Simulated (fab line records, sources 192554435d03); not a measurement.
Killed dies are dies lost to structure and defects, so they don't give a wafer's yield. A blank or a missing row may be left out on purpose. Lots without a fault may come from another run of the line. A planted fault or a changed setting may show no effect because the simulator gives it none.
Chamber matching | flow n5_finfet | N5_FIN_SAQP_HM_DEP_03 on pecvd-02: 3 sister chambers
The step deposits SiNx from SiH4/NH3/N2, target thk 38 nm, time 33.6 s. 3 wafers are shown with their chamber, then 9 later ones without.

WAFERS WITH THEIR CHAMBER
wafer  | chamber | throttle_valve_pct (%)
L084.4 | 1       | 40.9
L084.5 | 0       | 38.2
L084.6 | 2       | 37.1

WAFERS WITHOUT THEIR CHAMBER
wafer  | throttle_valve_pct (%)
L087.1 | 41.0
L087.2 | 37.2
L087.3 | 38.3
L087.4 | 38.2
L087.5 | 40.9
L087.6 | 37.3
L096.1 | 38.5
L096.3 | 37.5
L096.5 | 40.8

WHICH CHAMBER EACH WENT THROUGH
wafer  | from the rows above     | in truth
L087.1 | 1                       | 1
L087.2 | 2                       | 2
L087.3 | 0                       | 0
L087.4 | 0                       | 0
L087.5 | 1                       | 1
L087.6 | 2                       | 2
L096.1 | 0                       | 0
L096.3 | can't be placed: 2 or 0 | 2
L096.5 | 1                       | 1
Placed correctly: 8 of 9. Can't be placed from these rows: 1 (the true chamber is among the candidates in 1). Placed wrongly: 0.
How it was worked out, from the rows above alone: a wafer's distance from a chamber is the root of the sum, over the readings, of the square of ((its reading less the chamber's mean) divided by the reading's scatter). The wafer belongs to the nearest chamber; if the next one is less than 2 further off, it can't be placed. A chamber's mean is the mean of its shown wafers. The scatter: with one shown wafer a chamber, the root of the mean of the squares of how far each hidden wafer lies from its nearest shown one.
